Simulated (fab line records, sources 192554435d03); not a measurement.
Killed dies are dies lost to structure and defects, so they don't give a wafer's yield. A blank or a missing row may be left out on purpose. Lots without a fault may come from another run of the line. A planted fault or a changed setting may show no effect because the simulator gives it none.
Chamber matching | flow n5_finfet | N5_BEOL_M6_DEP_56 on pecvd-02: 3 sister chambers
The step deposits SiCN from 3MS/NH3, target thk 10 nm, time 17.5 s. 3 wafers are shown with their chamber, then 8 later ones without.

WAFERS WITH THEIR CHAMBER
wafer  | chamber | throttle_valve_pct (%)
L081.5 | 0       | 9.3
L081.6 | 2       | 8.7
L084.1 | 1       | 9.6

WAFERS WITHOUT THEIR CHAMBER
wafer  | throttle_valve_pct (%)
L084.2 | 8.5
L084.3 | 9.4
L088.3 | 9.3
L088.4 | 8.7
L088.6 | 9.4
L092.1 | 9.2
L092.2 | 9.2
L092.5 | 9.7

WHICH CHAMBER EACH WENT THROUGH
wafer  | from the rows above     | in truth
L084.2 | 2                       | 2
L084.3 | can't be placed: 0 or 1 | 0
L088.3 | 0                       | 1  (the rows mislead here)
L088.4 | 2                       | 2
L088.6 | can't be placed: 0 or 1 | 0
L092.1 | 0                       | 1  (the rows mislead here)
L092.2 | 0                       | 0
L092.5 | 1                       | 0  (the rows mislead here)
Placed correctly: 3 of 8. Can't be placed from these rows: 2 (the true chamber is among the candidates in 2). Placed wrongly: 3.
How it was worked out, from the rows above alone: a wafer's distance from a chamber is the root of the sum, over the readings, of the square of ((its reading less the chamber's mean) divided by the reading's scatter). The wafer belongs to the nearest chamber; if the next one is less than 2 further off, it can't be placed. A chamber's mean is the mean of its shown wafers. The scatter: with one shown wafer a chamber, the root of the mean of the squares of how far each hidden wafer lies from its nearest shown one.
